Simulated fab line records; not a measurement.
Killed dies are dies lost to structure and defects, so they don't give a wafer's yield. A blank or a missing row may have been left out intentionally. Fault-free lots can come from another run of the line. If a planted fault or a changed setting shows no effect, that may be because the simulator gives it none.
fab line records ; flow nand_harc ; part 1 of 2: steps 1 to 23 of 33
[record] lots = 5; wafers = 15; last_day = 31
route steps=1302 shown P_ZERO_WELL@16
lots that met no fault: from a run of the same line without faults
start_h: start of the lot's first displayed wafer, in hours after the record's first day ; wait_h: time in hours since the lot's previous step ; " identical to the entry in the row above ; L1.1+2: a single row standing in for several wafers ; - either no value or no given start ; * or withheld: withheld ; < > ~ a bound
route shown NAME@n: names a module that has steps shown in the file, with the first one's number in the route ; usual: mean and standard deviation over wafers with no fault ; same: alike in all rows ; chamber/n: place in a boat ; sites: readings site by site ; _std_site: standard deviation across them ; _edge_site: mean of outer sites minus mean of inner sites ; radius_mm: how far each site lies from the wafer's centre ; mask NAME#n: copy n ; behind: the last tool/chamber to shape the wafer ; hold: reason for holding the lot/hours on hold/outcome of the hold ; device: the transistor (n, p or np) that didn't switch ; end of line: the same wafers' tests at the end of the route ; for a step that has no rows: nothing shown but its recipe ; killed: at the first sort, the dies lost to defects and structure; wafer yield is something else ; map: a wafer's dies, marking killed ones x, the rest . and places with no die _
set.NAME: the setting that was run; set.NAME@STEP: the one run at that earlier step ; model.NAME: the simulator's own value behind a step, which no gauge read
lots seen at some steps along the route; tables by step, rows by wafer
services: a tool's chamber out of use, with start hour (start_h, from the record's first day; less than 0 if before it), hours out, and reason
[[steps]]
[step NHARC_P_ZERO_WELL_DESCUM_13]
[recipe] time_s = 3; o2_flow_sccm = 200; ar_flow_sccm = 0; bias_power_w = 0; chemistry = O2
[usual] drypump_motor_current_A = 6.0/0.33; oes_product_au = 0.999/0.0073; rf_vpp_V = 57.9/0.91; showerhead_plenum_p_Torr = 1.92/0.1; throttle_valve_pct = 11.311/0.0089
[same] time_s = 3
lot.wafer;tool;chamber;start_h;wait_h;drypump_motor_current_A;oes_product_au;rf_hours_counter_h;rf_vpp_V;showerhead_plenum_p_Torr;throttle_valve_pct
L077.1;rie_diel-13;1;51.76;-;6.4;0.996;14;58.4;2.03;11.291
L077.4;rie_diel-13;2;51.76;-;6.3;1.000;19;57.2;1.79;11.299
L077.5;rie_diel-13;2;51.76;-;6.3;0.988;-;58.1;1.79;11.323
L081.1;rie_diel-05;0;91.41;-;6.2;0.987;7;58.6;2.02;11.307
L081.4;rie_diel-05;2;91.41;-;5.3;0.998;12;58.4;2.01;11.289
L081.5;rie_diel-05;0;91.41;-;6.2;0.994;-;56.6;2.02;11.326
L089.1;rie_diel-07;0;171.59;-;6.1;0.999;14;56.6;1.79;11.299
L089.6;rie_diel-07;1;171.59;-;5.7;1.010;-;56.7;1.82;11.297
L089.5;rie_diel-07;2;171.59;-;5.9;1.022;-;56.3;1.91;11.305
L091.1;rie_diel-07;3;191.40;-;6.2;0.998;22;57.3;2.05;11.301
L091.3;rie_diel-07;0;191.40;-;6.1;1.016;24;57.9;1.78;11.314
L091.6;rie_diel-07;3;191.40;-;6.2;0.999;-;58.9;2.05;11.308
L092.1;rie_diel-13;2;201.41;-;6.3;0.989;8;56.9;1.78;11.310
L092.3;rie_diel-13;3;201.41;-;6.1;0.998;8;58.8;1.83;11.303
L092.6;rie_diel-13;0;201.41;-;6.5;0.997;-;55.4;1.84;11.302
[step NHARC_P_ZERO_WELL_ETCH_65]
[recipe] target_depth_a = 800; overetch_a = 240; time_s = 87.88; ion_energy_ev = 200; n2_flow_sccm = 150; h2_flow_sccm = 150; ar_flow_sccm = 0; rf_w = 400; bias_w = 150; chemistry = N2/H2
[usual] drypump_motor_current_A = 5.9/0.33; oes_product_au = 1.001/0.0073; rf_vpp_V = 430/3.1; showerhead_plenum_p_Torr = 2.03/0.11; throttle_valve_pct = 14.172/0.0086
[same] time_s = 87.88
lot.wafer;tool;chamber;start_h;wait_h;drypump_motor_current_A;oes_product_au;rf_hours_counter_h;rf_vpp_V;showerhead_plenum_p_Torr;throttle_valve_pct
L077.1;rie_diel-13;2;51.85;0.1;6.3;0.993;19;427;1.91;14.176
L077.4;rie_diel-13;3;51.85;0.1;6.1;1.002;17;428;1.97;14.183
L077.5;rie_diel-13;2;51.85;0.1;6.3;1.008;-;426;1.91;14.167
L081.1;rie_diel-05;3;91.49;0.1;5.5;1.005;6;431;2.04;14.163
L081.4;rie_diel-05;0;91.49;0.1;6.2;0.995;7;433;2.15;14.175
L081.5;rie_diel-05;0;91.49;0.1;6.2;1.002;-;432;2.15;14.165
L089.1;rie_diel-07;3;171.77;0.2;6.1;0.983;13;435;2.19;14.182
L089.5;rie_diel-07;1;171.77;0.2;5.7;1.000;-;427;1.94;14.183
L089.6;rie_diel-07;2;171.77;0.2;5.9;1.012;-;430;2.04;14.189
L091.3;rie_diel-07;0;191.48;0.1;6.1;1.001;24;426;1.90;14.167
L091.1;rie_diel-07;3;191.48;0.1;6.2;0.995;23;432;2.19;14.174
L091.6;rie_diel-07;1;191.48;0.1;5.7;1.003;-;427;1.94;14.183
L092.3;rie_diel-13;2;201.50;0.1;6.2;1.004;8;428;1.89;14.172
L092.1;rie_diel-13;3;201.50;0.1;6.1;0.994;8;428;1.95;14.172
L092.6;rie_diel-13;2;201.50;0.1;6.2;1.005;-;426;1.89;14.165
[step NHARC_P_ZERO_WELL_ETCH_62]
[recipe] target_depth_a = 130; time_s = 6.5; chf3_flow_sccm = 50; ar_flow_sccm = 200; rf_w = 500; bias_w = 200; chemistry = CHF3/Ar
[usual] drypump_motor_current_A = 5.9/0.35; oes_product_au = 0.961/0.019; rf_vpp_V = 370.4/2.8; showerhead_plenum_p_Torr = 2.34/0.12; throttle_valve_pct = 20.216/0.0091
[same] time_s = 6.5
lot.wafer;tool;chamber;start_h;wait_h;drypump_motor_current_A;oes_product_au;rf_hours_counter_h;rf_vpp_V;showerhead_plenum_p_Torr;throttle_valve_pct
L077.4;rie_diel-13;1;-;-;6.4;0.974;14;373.8;2.48;20.215
L077.1;rie_diel-13;2;-;-;6.3;0.977;19;367.6;2.20;20.220
L077.5;rie_diel-13;0;-;-;6.4;0.989;-;369.3;2.27;20.222
L081.1;rie_diel-05;3;-;-;5.5;0.944;6;369.5;2.34;20.212
L081.4;rie_diel-05;0;-;-;6.2;0.943;7;373.4;2.47;20.213
L081.5;rie_diel-05;2;-;-;5.3;0.962;-;373.8;2.46;20.231
L089.1;rie_diel-07;3;-;-;6.1;0.929;13;374.3;2.51;20.212
L089.5;rie_diel-07;1;-;-;5.7;0.942;-;369.9;2.24;20.209
L089.6;rie_diel-07;2;-;-;6.0;0.951;-;369.5;2.34;20.211
L091.3;rie_diel-07;2;-;-;6.0;0.988;23;371.9;2.34;20.217
L091.1;rie_diel-07;1;-;-;5.7;0.988;24;366.8;2.23;20.209
L091.6;rie_diel-07;2;-;-;5.9;0.987;-;370.9;2.34;20.229
L092.3;rie_diel-13;3;-;-;6.1;0.936;8;368.2;2.25;20.230
L092.1;rie_diel-13;0;-;-;6.4;0.950;10;367.9;2.26;20.227
L092.6;rie_diel-13;3;-;-;6.1;0.934;-;368.2;2.25;20.214
[step NHARC_P_ZERO_WELL_ETCH_63]
[recipe] target_depth_a = 1200; time_s = 40.1; hbr_flow_sccm = 150; cl2_flow_sccm = 50; rf_w = 400; icp_w = 400; bias_w = 100; chemistry = HBr/Cl2
[usual] drypump_motor_current_A = 5.8/0.38; oes_product_au = 1.000/0.0072; throttle_valve_pct = 26.407/0.0094
[same] time_s = 40.1
lot.wafer;tool;chamber;start_h;wait_h;drypump_motor_current_A;oes_product_au;rf_hours_counter_h;throttle_valve_pct
L077.4;rie_si-04;0;52.02;-;6.3;0.991;0.4;26.400
L077.1;rie_si-04;2;52.02;-;5.3;1.003;0.2;26.412
L077.5;rie_si-04;0;52.02;-;6.3;1.003;-;26.402
L081.4;rie_si-01;1;91.69;-;5.3;0.993;0.3;26.406
L081.1;rie_si-01;2;91.69;-;6.1;1.016;0.4;26.397
L081.5;rie_si-01;3;91.69;-;5.3;1.008;-;26.398
L089.1;rie_si-01;0;172.28;-;5.9;1.011;0.9;26.407
L089.6;rie_si-01;0;172.28;-;5.9;1.002;-;26.395
L089.5;rie_si-01;1;172.28;-;5.3;0.992;-;26.409
L091.1;rie_si-04;0;191.67;-;6.3;1.004;0.1;26.414
L091.3;rie_si-04;2;191.67;-;5.2;0.998;0.2;26.399
L091.6;rie_si-04;0;191.67;-;6.3;1.009;-;26.418
L092.3;rie_si-04;3;201.72;-;6.2;1.012;0.2;26.409
L092.1;rie_si-04;0;201.72;-;6.3;1.000;0.2;26.406
L092.6;rie_si-04;1;201.72;-;5.9;1.001;-;26.404
[step NHARC_P_ZERO_WELL_STRIP_15]
[recipe] time_s = 900; temp_c = 130; chemistry = SPM
[same] time_s = 900
lot.wafer;tool;chamber;start_h;wait_h
L077.1+5+4;wet_bench-09;4,7,0;52.18;-
L081.1+4+5;wet_bench-09;3,6,0;91.81;-
L089.6+1+5;wet_bench-06;4,6,1;172.43;-
L091.3+1+6;wet_bench-06;3,4,5;191.83;-
L092.1+3+6;wet_bench-09;6,7,0;201.87;-
[step NHARC_P_ZERO_WELL_DEHYDRATE_16]
[recipe] temp_c = 150; time_s = 120
[usual] resist_line_temp_C = 23.01/0.1
[same] time_s = 120
lot.wafer;tool;chamber;start_h;wait_h;resist_line_temp_C
L077.1;litho_track-03;0;52.53;-;23.07
L077.4;litho_track-03;0;52.53;-;23.17
L077.5;litho_track-03;0;52.53;-;23.16
L081.1;litho_track-03;0;92.16;-;23.12
L081.4;litho_track-03;0;92.16;-;22.96
L081.5;litho_track-03;0;92.16;-;23.23
L089.1;litho_track-03;0;172.78;-;23.12
L089.5;litho_track-03;0;172.78;-;22.97
L089.6;litho_track-03;0;172.78;-;23.00
L091.1;litho_track-02;0;192.17;-;23.02
L091.3;litho_track-02;0;192.17;-;23.01
L091.6;litho_track-02;0;192.17;-;23.07
L092.1;litho_track-02;0;202.19;-;23.08
L092.3;litho_track-02;0;202.19;-;23.05
L092.6;litho_track-02;0;202.19;-;23.13
[step NHARC_P_ZERO_WELL_HMDS_17]
[recipe] time_s = 30
[usual] resist_line_temp_C = 22.99/0.093
[same] time_s = 30
lot.wafer;tool;chamber;start_h;wait_h;resist_line_temp_C
L077.1;litho_track-03;0;-;-;23.06
L077.4;litho_track-03;0;-;-;23.08
L077.5;litho_track-03;0;-;-;22.95
L081.1;litho_track-03;0;-;-;22.88
L081.4;litho_track-03;0;-;-;22.96
L081.5;litho_track-03;0;-;-;22.94
L089.1;litho_track-03;0;-;-;23.00
L089.5;litho_track-03;0;-;-;22.91
L089.6;litho_track-03;0;-;-;23.00
L091.1;litho_track-02;0;-;-;23.15
L091.3;litho_track-02;0;-;-;23.12
L091.6;litho_track-02;0;-;-;23.12
L092.1;litho_track-02;0;-;-;22.93
L092.3;litho_track-02;0;-;-;22.85
L092.6;litho_track-02;0;-;-;23.01
[step NHARC_P_ZERO_WELL_COAT_18]
[recipe] spin_rpm = withheld
[usual] resist_line_temp_C = 22.98/0.11
lot.wafer;tool;chamber;start_h;wait_h;resist_line_temp_C
L077.1;litho_track-03;0;-;-;23.04
L077.4;litho_track-03;0;-;-;22.83
L077.5;litho_track-03;0;-;-;22.98
L081.1;litho_track-03;0;-;-;22.83
L081.4;litho_track-03;0;-;-;22.90
L081.5;litho_track-03;0;-;-;22.86
L089.1;litho_track-03;0;-;-;23.11
L089.5;litho_track-03;0;-;-;23.05
L089.6;litho_track-03;0;-;-;23.18
L091.1;litho_track-02;0;-;-;23.01
L091.3;litho_track-02;0;-;-;22.84
L091.6;litho_track-02;0;-;-;22.92
L092.1;litho_track-02;0;-;-;23.05
L092.3;litho_track-02;0;-;-;23.04
L092.6;litho_track-02;0;-;-;23.04
[step NHARC_P_ZERO_WELL_SOFTBAKE_19]
[recipe] temp_c = 122; time_s = 95
[usual] resist_line_temp_C = 23.00/0.12
[same] time_s = 95
lot.wafer;tool;chamber;start_h;wait_h;resist_line_temp_C
L077.1;litho_track-03;0;-;-;22.93
L077.4;litho_track-03;0;-;-;23.11
L077.5;litho_track-03;0;-;-;23.22
L081.1;litho_track-03;0;-;-;22.86
L081.4;litho_track-03;0;-;-;23.03
L081.5;litho_track-03;0;-;-;22.90
L089.1;litho_track-03;0;-;-;22.97
L089.5;litho_track-03;0;-;-;22.93
L089.6;litho_track-03;0;-;-;22.90
L091.1;litho_track-02;0;-;-;22.89
L091.3;litho_track-02;0;-;-;22.89
L091.6;litho_track-02;0;-;-;22.91
L092.1;litho_track-02;0;-;-;23.16
L092.3;litho_track-02;0;-;-;23.10
L092.6;litho_track-02;0;-;-;23.08
[step NHARC_P_ZERO_WELL_EBR_20]
[usual] resist_line_temp_C = 22.98/0.12
lot.wafer;tool;chamber;start_h;wait_h;resist_line_temp_C
L077.1;litho_track-03;0;-;-;22.87
L077.4;litho_track-03;0;-;-;22.86
L077.5;litho_track-03;0;-;-;23.04
L081.1;litho_track-03;0;-;-;23.10
L081.4;litho_track-03;0;-;-;22.95
L081.5;litho_track-03;0;-;-;23.13
L089.1;litho_track-03;0;-;-;22.94
L089.5;litho_track-03;0;-;-;22.90
L089.6;litho_track-03;0;-;-;22.81
L091.1;litho_track-02;0;-;-;22.93
L091.3;litho_track-02;0;-;-;22.88
L091.6;litho_track-02;0;-;-;23.04
L092.1;litho_track-02;0;-;-;22.97
L092.3;litho_track-02;0;-;-;23.06
L092.6;litho_track-02;0;-;-;23.08
[step NHARC_P_ZERO_WELL_EXPOSE_21]
[recipe] na = 0.6; target_cd_nm = 720; dose_mj = 22.31; mask_id = P_NWELL
[same] na = 0.6
lot.wafer;tool;chamber;start_h;wait_h;mask
L077.1+4+5;krf_scanner-01;0;52.67;-;P_NWELL#0
L081.1+4+5;krf_scanner-04;0;92.31;-;P_NWELL#0
L089.1+5+6;krf_scanner-01;0;173.04;-;P_NWELL#0
L091.1+3+6;krf_scanner-02;0;192.44;-;P_NWELL#0
L092.1+3+6;krf_scanner-04;0;202.46;-;P_NWELL#0
[step NHARC_P_ZERO_WELL_PEB_22]
[recipe] peb_temp_c = 118; peb_time_s = 85
[usual] resist_line_temp_C = 23.02/0.12
lot.wafer;tool;chamber;start_h;wait_h;resist_line_temp_C
L077.1;litho_track-03;0;52.74;0.1;23.11
L077.4;litho_track-03;0;52.74;0.1;23.19
L077.5;litho_track-03;0;52.74;0.1;23.08
L081.1;litho_track-02;0;92.37;0.1;22.93
L081.4;litho_track-02;0;92.37;0.1;23.08
L081.5;litho_track-02;0;92.37;0.1;22.76
L089.1;litho_track-03;0;173.11;0.1;23.16
L089.5;litho_track-03;0;173.11;0.1;23.05
L089.6;litho_track-03;0;173.11;0.1;23.18
L091.1;litho_track-05;0;192.51;0.1;22.92
L091.3;litho_track-05;0;192.51;0.1;23.06
L091.6;litho_track-05;0;192.51;0.1;22.98
L092.1;litho_track-02;0;202.53;0.1;22.96
L092.3;litho_track-02;0;202.53;0.1;22.96
L092.6;litho_track-02;0;202.53;0.1;23.20
[step NHARC_P_ZERO_WELL_DEVELOP_23]
[recipe] time_s = 70
[usual] resist_line_temp_C = 23.02/0.12
[same] time_s = 70
lot.wafer;tool;chamber;start_h;wait_h;resist_line_temp_C
L077.1;litho_track-03;0;-;-;23.22
L077.4;litho_track-03;0;-;-;23.15
L077.5;litho_track-03;0;-;-;23.08
L081.1;litho_track-02;0;-;-;23.07
L081.4;litho_track-02;0;-;-;23.08
L081.5;litho_track-02;0;-;-;23.15
L089.1;litho_track-03;0;-;-;23.15
L089.5;litho_track-03;0;-;-;23.10
L089.6;litho_track-03;0;-;-;23.05
L091.1;litho_track-05;0;-;-;23.08
L091.3;litho_track-05;0;-;-;23.10
L091.6;litho_track-05;0;-;-;23.11
L092.1;litho_track-02;0;-;-;23.07
L092.3;litho_track-02;0;-;-;23.12
L092.6;litho_track-02;0;-;-;22.90
[step NHARC_P_ZERO_WELL_CD_MEAS_24]
[recipe] target_cd_nm = 720; landing_energy_ev = 500
[usual] cd_nm = 720.0/1.2
lot.wafer;tool;chamber;start_h;wait_h;cd_nm
L077.1;cd_sem-02;0;52.83;-;719.1
L077.4;cd_sem-02;0;52.83;-;718.8
L077.5;cd_sem-02;0;52.83;-;718.8
L081.1;cd_sem-01;0;92.46;-;719.7
L081.4;cd_sem-01;0;92.46;-;721.1
L081.5;cd_sem-01;0;92.46;-;719.2
L089.1;cd_sem-03;0;173.20;-;720.5
L089.5;cd_sem-03;0;173.20;-;718.2
L089.6;cd_sem-03;0;173.20;-;720.7
L091.1;cd_sem-03;0;192.60;-;718.0
L091.3;cd_sem-03;0;192.60;-;719.0
L091.6;cd_sem-03;0;192.60;-;718.9
L092.1;cd_sem-01;0;202.62;-;721.7
L092.3;cd_sem-01;0;202.62;-;722.0
L092.6;cd_sem-01;0;202.62;-;721.3
[step NHARC_P_ZERO_WELL_HARDBAKE_25]
[recipe] temp_c = 125; time_s = 80
[usual] resist_line_temp_C = 22.98/0.095
[same] time_s = 80
lot.wafer;tool;chamber;start_h;wait_h;resist_line_temp_C
L077.1;litho_track-03;0;52.91;-;23.02
L077.4;litho_track-03;0;52.91;-;23.08
L077.5;litho_track-03;0;52.91;-;22.96
L081.1;litho_track-03;0;92.54;-;22.97
L081.4;litho_track-03;0;92.54;-;22.76
L081.5;litho_track-03;0;92.54;-;22.93
L089.1;litho_track-03;0;173.28;-;22.91
L089.5;litho_track-03;0;173.28;-;22.91
L089.6;litho_track-03;0;173.28;-;22.86
L091.1;litho_track-03;0;192.68;-;22.91
L091.3;litho_track-03;0;192.68;-;22.90
L091.6;litho_track-03;0;192.68;-;22.93
L092.1;litho_track-03;0;202.70;-;23.04
L092.3;litho_track-03;0;202.70;-;22.99
L092.6;litho_track-03;0;202.70;-;22.92
[step NHARC_P_ZERO_WELL_DESCUM_26]
[recipe] time_s = 3; o2_flow_sccm = 200; ar_flow_sccm = 0; bias_power_w = 0; chemistry = O2
[usual] drypump_motor_current_A = 5.9/0.37; oes_product_au = 1.002/0.0079; rf_vpp_V = 57.8/0.88; showerhead_plenum_p_Torr = 1.93/0.098; throttle_valve_pct = 11.311/0.009
[same] time_s = 3
lot.wafer;tool;chamber;start_h;wait_h;drypump_motor_current_A;oes_product_au;rf_hours_counter_h;rf_vpp_V;showerhead_plenum_p_Torr;throttle_valve_pct
L077.4;rie_diel-07;2;52.99;-;6.0;1.014;37;60.1;1.92;11.321
L077.1;rie_diel-07;1;52.99;-;5.7;1.002;34;56.6;1.83;11.308
L077.5;rie_diel-07;2;52.99;-;6.0;1.003;-;58.0;1.92;11.314
L081.1;rie_diel-07;2;92.65;-;5.9;1.007;50;55.3;1.92;11.301
L081.4;rie_diel-07;3;92.65;-;6.1;1.000;49;57.1;2.06;11.292
L081.5;rie_diel-07;0;92.65;-;6.1;1.006;-;57.4;1.79;11.312
L089.1;rie_diel-05;0;173.40;-;6.2;0.994;26;57.6;2.01;11.320
L089.6;rie_diel-05;1;173.40;-;5.5;0.996;-;58.4;2.05;11.307
L089.5;rie_diel-05;2;173.40;-;5.3;0.994;-;58.4;2.00;11.311
L091.1;rie_diel-07;0;192.76;-;6.1;1.002;24;57.8;1.78;11.314
L091.3;rie_diel-07;1;192.76;-;5.7;1.012;24;58.7;1.82;11.304
L091.6;rie_diel-07;0;192.76;-;6.1;0.998;-;57.1;1.78;11.302
L092.3;rie_diel-05;3;202.80;-;5.5;1.010;39;58.0;1.90;11.323
L092.1;rie_diel-05;1;202.80;-;5.5;0.998;48;58.4;2.04;11.315
L092.6;rie_diel-05;2;202.80;-;5.3;0.990;-;58.0;2.00;11.307
[step NHARC_P_ZERO_WELL_IMPLANT_27]
[recipe] energy_kev = 600; dose_cm2 = 1e+13; tilt_deg = 7
[usual] beam_on_s = 10.03/0.2
lot.wafer;tool;chamber;start_h;wait_h;beam_on_s
L077.1;implanter-01;0;53.13;0.1;10.38
L077.4;implanter-01;0;53.13;0.1;10.21
L077.5;implanter-01;0;53.13;0.1;10.12
L081.1;implanter-02;0;92.77;0.1;10.09
L081.4;implanter-02;0;92.77;0.1;10.39
L081.5;implanter-02;0;92.77;0.1;10.00
L089.1;implanter-02;0;173.51;0.1;10.10
L089.5;implanter-02;0;173.51;0.1;10.39
L089.6;implanter-02;0;173.51;0.1;9.74
L091.1;implanter-01;0;192.91;0.1;9.65
L091.3;implanter-01;0;192.91;0.1;9.96
L091.6;implanter-01;0;192.91;0.1;9.96
L092.1;implanter-01;0;202.93;0.1;10.00
L092.3;implanter-01;0;202.93;0.1;10.02
L092.6;implanter-01;0;202.93;0.1;10.16
[step NHARC_P_ZERO_WELL_IMPLANT_57]
[recipe] energy_kev = 250; dose_cm2 = 4e+12; tilt_deg = 7
[usual] beam_on_s = 10.00/0.2
lot.wafer;tool;chamber;start_h;wait_h;beam_on_s
L077.1;implanter-01;0;53.31;0.1;10.24
L077.4;implanter-01;0;53.31;0.1;9.82
L077.5;implanter-01;0;53.31;0.1;10.18
L081.1;implanter-02;0;92.95;0.1;9.85
L081.4;implanter-02;0;92.95;0.1;9.79
L081.5;implanter-02;0;92.95;0.1;10.00
L089.1;implanter-02;0;173.69;0.1;9.99
L089.5;implanter-02;0;173.69;0.1;9.90
L089.6;implanter-02;0;173.69;0.1;10.04
L091.1;implanter-01;0;193.08;0.1;9.88
L091.3;implanter-01;0;193.08;0.1;9.99
L091.6;implanter-01;0;193.08;0.1;9.51
L092.1;implanter-01;0;203.11;0.1;9.88
L092.3;implanter-01;0;203.11;0.1;10.11
L092.6;implanter-01;0;203.11;0.1;9.79
[step NHARC_P_ZERO_WELL_IMPLANT_58]
[recipe] energy_kev = 100; dose_cm2 = 2e+12; tilt_deg = 7
[usual] beam_on_s = 10.01/0.21
lot.wafer;tool;chamber;start_h;wait_h;beam_on_s
L077.1;implanter-01;0;53.49;0.1;10.15
L077.4;implanter-01;0;53.49;0.1;10.07
L077.5;implanter-01;0;53.49;0.1;10.10
L081.1;implanter-02;0;93.13;0.2;9.72
L081.4;implanter-02;0;93.13;0.2;9.80
L081.5;implanter-02;0;93.13;0.2;10.31
L089.1;implanter-02;0;173.87;0.2;10.25
L089.5;implanter-02;0;173.87;0.2;9.92
L089.6;implanter-02;0;173.87;0.2;9.93
L091.1;implanter-01;0;193.26;0.1;10.41
L091.3;implanter-01;0;193.26;0.1;10.22
L091.6;implanter-01;0;193.26;0.1;9.75
L092.1;implanter-01;0;203.29;0.2;9.90
L092.3;implanter-01;0;203.29;0.2;10.22
L092.6;implanter-01;0;203.29;0.2;9.82
[step NHARC_P_ZERO_WELL_STRIP_28]
[recipe] time_s = 840; temp_c = 130; chemistry = SPM
[same] time_s = 840
lot.wafer;tool;chamber;start_h;wait_h
L077.1+4+5;wet_bench-06;7,1,3;53.71;0.2
L081.5+4+1;wet_bench-05;2,4,5;93.35;0.1
L089.6+5+1;wet_bench-05;2,4,5;174.10;0.0
L091.6+3+1;wet_bench-05;6,1,2;193.47;0.0
L092.1+3+6;wet_bench-09;5,7,1;203.51;0.2
[step NHARC_P_ZERO_WELL_DEHYDRATE_29]
[recipe] temp_c = 150; time_s = 120
[usual] resist_line_temp_C = 23.00/0.094
[same] time_s = 120
lot.wafer;tool;chamber;start_h;wait_h;resist_line_temp_C
L077.1;litho_track-05;0;54.03;-;23.01
L077.4;litho_track-05;0;54.03;-;23.00
L077.5;litho_track-05;0;54.03;-;22.88
L081.1;litho_track-02;0;93.67;-;23.14
L081.4;litho_track-02;0;93.67;-;22.93
L081.5;litho_track-02;0;93.67;-;23.10
L089.1;litho_track-03;0;174.41;-;23.17
L089.5;litho_track-03;0;174.41;-;23.20
L089.6;litho_track-03;0;174.41;-;23.15
L091.1;litho_track-03;0;193.81;-;23.13
L091.3;litho_track-03;0;193.81;-;22.98
L091.6;litho_track-03;0;193.81;-;23.05
L092.1;litho_track-05;0;203.84;-;22.94
L092.3;litho_track-05;0;203.84;-;23.13
L092.6;litho_track-05;0;203.84;-;23.13
[step NHARC_P_ZERO_WELL_HMDS_30]
[recipe] time_s = 30
[usual] resist_line_temp_C = 22.98/0.11
[same] time_s = 30
lot.wafer;tool;chamber;start_h;wait_h;resist_line_temp_C
L077.1;litho_track-05;0;-;-;22.86
L077.4;litho_track-05;0;-;-;23.15
L077.5;litho_track-05;0;-;-;23.00
L081.1;litho_track-02;0;-;-;22.90
L081.4;litho_track-02;0;-;-;22.83
L081.5;litho_track-02;0;-;-;23.10
L089.1;litho_track-03;0;-;-;22.74
L089.5;litho_track-03;0;-;-;23.11
L089.6;litho_track-03;0;-;-;22.93
L091.1;litho_track-03;0;-;-;23.18
L091.3;litho_track-03;0;-;-;23.05
L091.6;litho_track-03;0;-;-;23.17
L092.1;litho_track-05;0;-;-;23.02
L092.3;litho_track-05;0;-;-;23.05
L092.6;litho_track-05;0;-;-;23.22
[step NHARC_P_ZERO_WELL_COAT_31]
[recipe] spin_rpm = withheld
[usual] resist_line_temp_C = 23.00/0.1
lot.wafer;tool;chamber;start_h;wait_h;resist_line_temp_C
L077.1;litho_track-05;0;-;-;22.81
L077.4;litho_track-05;0;-;-;22.97
L077.5;litho_track-05;0;-;-;22.82
L081.1;litho_track-02;0;-;-;22.81
L081.4;litho_track-02;0;-;-;23.06
L081.5;litho_track-02;0;-;-;23.14
L089.1;litho_track-03;0;-;-;23.02
L089.5;litho_track-03;0;-;-;22.95
L089.6;litho_track-03;0;-;-;22.93
L091.1;litho_track-03;0;-;-;23.22
L091.3;litho_track-03;0;-;-;23.15
L091.6;litho_track-03;0;-;-;23.16
L092.1;litho_track-05;0;-;-;23.07
L092.3;litho_track-05;0;-;-;23.19
L092.6;litho_track-05;0;-;-;23.08
